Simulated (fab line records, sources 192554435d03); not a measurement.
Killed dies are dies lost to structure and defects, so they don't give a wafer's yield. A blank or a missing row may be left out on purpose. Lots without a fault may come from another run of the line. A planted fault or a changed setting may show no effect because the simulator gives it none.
Split-lot experiment | flow n5_finfet | 7 lots, 21 wafers read, on a route of 1938 steps

THE SPLIT
At N5_SD_EPI_P_COAT_35 (time 60 s, resist thk 35 nm), the setting spin_rpm was moved away from the recipe's 1500 rpm on 7 of the 21 wafers read, by -9.1% to +6.8%. The other wafers ran this setting at the recipe's value.

FROM THE SPLIT TO THE READING: what the file shows between them, 4 steps
- N5_SD_EPI_P_COAT_03: resist thk 150 nm
- N5_SD_EPI_P_EBR_05
- N5_SD_EPI_P_DESCUM_14: chemistry O2, time 7.9 s
- N5_SD_EPI_P_ETCH_36: etches SiARC in CF4, target depth 45.5 nm, time 75.8 s

THE READING
SiARC_of_SD_EPI_P_COAT_35.thk_nm (the simulator's own value, which no gauge read), in nm, at N5_SD_EPI_P_ETCH_37 (etches SOC in N2/H2, overetch 108 nm, time 486 s). The file gives no usual value for it. The 14 wafers here that ran the recipe average 19.9 nm, standard deviation 0.26 nm.

wafer  | tool, chamber at the split | spin_rpm as run, rpm | against the recipe | SiARC_of_SD_EPI_P_COAT_35.thk_nm, nm | against lot-mates on the recipe
L075.1 | litho_track-05, 0          | 1500                 | recipe             | 20                                   | -
L075.3 | litho_track-05, 0          | 1500                 | recipe             | 20                                   | -
L075.6 | litho_track-05, 0          | 1500                 | recipe             | 19.8                                 | -
L080.2 | litho_track-05, 0          | 1369                 | -8.7%              | 21.4                                 | +1.8
L080.6 | litho_track-05, 0          | 1369                 | -8.7%              | 21.4                                 | +1.8
L080.4 | litho_track-05, 0          | 1500                 | recipe             | 19.6                                 | -
L082.2 | litho_track-01, 0          | 1550                 | +3.3%              | 19.4                                 | -0.2
L082.4 | litho_track-01, 0          | 1550                 | +3.3%              | 19                                   | -0.6
L082.6 | litho_track-01, 0          | 1500                 | recipe             | 19.6                                 | -
L091.3 | litho_track-05, 0          | 1500                 | recipe             | 19.8                                 | -
L091.4 | litho_track-05, 0          | 1602                 | +6.8%              | 18.4                                 | -1.3
L091.5 | litho_track-05, 0          | 1500                 | recipe             | 19.6                                 | -
L094.2 | litho_track-01, 0          | 1363                 | -9.1%              | 21.6                                 | +1.6
L094.3 | litho_track-01, 0          | 1500                 | recipe             | 20                                   | -
L094.4 | litho_track-01, 0          | 1500                 | recipe             | 20                                   | -
L096.1 | litho_track-01, 0          | 1500                 | recipe             | 19.8                                 | -
L096.3 | litho_track-01, 0          | 1500                 | recipe             | 19.8                                 | -
L096.2 | litho_track-01, 0          | 1500                 | recipe             | 19.6                                 | -
L097.1 | litho_track-05, 0          | 1500                 | recipe             | 20.4                                 | -
L097.3 | litho_track-05, 0          | 1500                 | recipe             | 20.4                                 | -
L097.6 | litho_track-05, 0          | 1585                 | +5.7%              | 19.2                                 | -1.2

THE FIT
A straight line over all 21 wafers: SiARC_of_SD_EPI_P_COAT_35.thk_nm changes by -0.18 nm for each +1% of spin_rpm; r = -0.95; the points scatter about the line by 0.25 nm.
The same after taking each lot's own level away (the mean of its wafers on the recipe; 21 wafers): -0.191 nm for each +1%; r = -0.99; scatter 0.13 nm.
On that fit, the largest move of spin_rpm shifts the reading by 1.7 nm.
The lots' own levels span 19.60 to 20.40 nm, that is 3.1 times the standard deviation above.
So the lot-to-lot level changes the slope little: the two slopes agree.
Check: with one of the wafers moved furthest among these (-9.1%) left out of the fit, the line predicts +1.83 nm for it against its lot-mates. It came out at +1.6 nm against them.

THE WHOLE CHAIN: every reading that the file lists as answering this split, in the file's order
step                | what it does                                           | reading                                                                                   | change (the file's fit)               | r (the file's)
N5_SD_EPI_P_COAT_35 | time 60 s, resist thk 35 nm                            | SiARC_of_SD_EPI_P_COAT_35.thk_nm (the simulator's own value, which no gauge read)         | -0.178 nm for each +1% of the setting | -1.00
N5_SD_EPI_P_ETCH_36 | etches SiARC in CF4, target depth 45.5 nm, time 75.8 s | etch_rf_on_time_s                                                                         | withheld for each +1% of the setting  | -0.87
N5_SD_EPI_P_ETCH_36 | etches SiARC in CF4, target depth 45.5 nm, time 75.8 s | etch.depth_nm (the simulator's own value, which no gauge read)                            | -0.179 nm for each +1% of the setting | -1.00
N5_SD_EPI_P_ETCH_36 | etches SiARC in CF4, target depth 45.5 nm, time 75.8 s | CAR-ArF-block_of_SD_EPI_P_COAT_03.thk_nm (the simulator's own value, which no gauge read) | +0.168 nm for each +1% of the setting | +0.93
N5_SD_EPI_P_ETCH_37 | etches SOC in N2/H2, overetch 108 nm, time 486 s       | SiARC_of_SD_EPI_P_COAT_35.thk_nm (the simulator's own value, which no gauge read)         | -0.19 nm for each +1% of the setting  | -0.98

THE FILE'S OWN FIT
SiARC_of_SD_EPI_P_COAT_35.thk_nm changes by -0.19 nm for each +1% of spin_rpm, r = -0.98.
